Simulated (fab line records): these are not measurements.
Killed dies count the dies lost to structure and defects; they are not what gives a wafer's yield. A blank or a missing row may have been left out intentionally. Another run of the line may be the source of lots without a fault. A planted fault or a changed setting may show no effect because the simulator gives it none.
Chamber matching    flow n5Finfet    4 sister chambers for N5_DUMMY_GATE_STRIP_40 on rieDiel-04
The step strips in CF4. 8 wafers are shown with their chamber, then 9 later ones without.

## EACH WAFER AND ITS CHAMBER
wafer   chamber  drypumpMotorCurrentA (A)  showerheadPlenumPTorr (Torr)
L078.4  3        6.0                       1.75
L080.6  1        5.0                       1.73
L081.2  1        5.0                       1.73
L082.1  3        6.1                       1.75
L082.6  2        6.3                       1.79
L093.2  0        5.1                       1.71
L093.4  2        6.3                       1.78
L093.6  0        5.1                       1.71

## WAFERS WITH NO CHAMBER GIVEN
wafer   drypumpMotorCurrentA (A)  showerheadPlenumPTorr (Torr)
L094.1  6.1                       1.74
L094.2  5.0                       1.72
L094.6  6.1                       1.74
L095.1  5.1                       1.71
L095.5  5.1                       1.71
L095.6  6.1                       1.74
L096.1  6.0                       1.74
L096.2  5.1                       1.71
L096.6  5.0                       1.72

## WHICH CHAMBER EACH ONE RAN IN
wafer   from the rows above      in truth
L094.1  3                        3
L094.2  can't be placed: 1 or 0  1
L094.6  3                        3
L095.1  0                        0
L095.5  0                        0
L095.6  3                        3
L096.1  3                        3
L096.2  0                        0
L096.6  can't be placed: 1 or 0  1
7 of 9 placed correctly. Can't be placed from these rows: 2 (the true chamber is among the candidates in 2). Placed wrongly: 0.
How it was worked out, from the rows above alone: a wafer's distance from a chamber is the root of the sum, over the readings, of the square of ((its reading less the chamber's mean) divided by the reading's scatter). If the next closest chamber is less than 2 further off than the closest, the wafer can't be placed; otherwise it belongs to the closest. For every chamber, the mean is computed from those of its wafers that are shown. The scatter: take each reading less its chamber's mean, square it, sum over the shown wafers, divide by the number of wafers less the number of chambers, and take the root.
